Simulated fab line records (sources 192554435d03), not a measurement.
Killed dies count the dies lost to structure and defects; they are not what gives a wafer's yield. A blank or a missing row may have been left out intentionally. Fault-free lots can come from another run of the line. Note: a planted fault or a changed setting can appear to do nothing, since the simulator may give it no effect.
Matching of chambers    flow n5Finfet    N5_BEOL_M3_PRE_CLEAN_60 on cvdCo-02 has 3 sister chambers
The step time 15 s. 6 wafers are shown with their chamber, then 12 later ones without.

## WAFERS WITH THEIR CHAMBER
wafer   chamber  heaterPowerW (W)
L088.2  2        80
L089.3  0        43
L089.4  1        113
L091.1  1        113
L091.2  0        42
L091.4  2        79

## WAFERS WITHOUT THEIR CHAMBER
wafer   heaterPowerW (W)
L094.1  112
L094.2  80
L094.3  42
L094.4  81
L094.5  114
L094.6  41
L096.1  81
L096.5  42
L096.6  80
L097.1  42
L097.3  114
L097.5  112

## WHICH CHAMBER EACH WENT THROUGH
wafer   from the rows above  in truth
L094.1  1                    1
L094.2  2                    2
L094.3  0                    0
L094.4  2                    2
L094.5  1                    1
L094.6  0                    0
L096.1  2                    2
L096.5  0                    0
L096.6  2                    2
L097.1  0                    0
L097.3  1                    1
L097.5  1                    1
Placed correctly: 12 of 12. Can't be placed from these rows: 0. Placed wrongly: 0.
How it was worked out, from the rows above alone: a wafer's distance from a chamber is the root of the sum, over the readings, of the square of ((its reading less the chamber's mean) divided by the reading's scatter). The wafer belongs to the nearest chamber; if the next one is less than 2 further off, it can't be placed. Each chamber's mean is taken over the wafers shown for it. How the scatter is found: for the shown wafers, subtract from each reading the mean of its chamber, square and add these, divide the total by (wafers less chambers), then take the root.
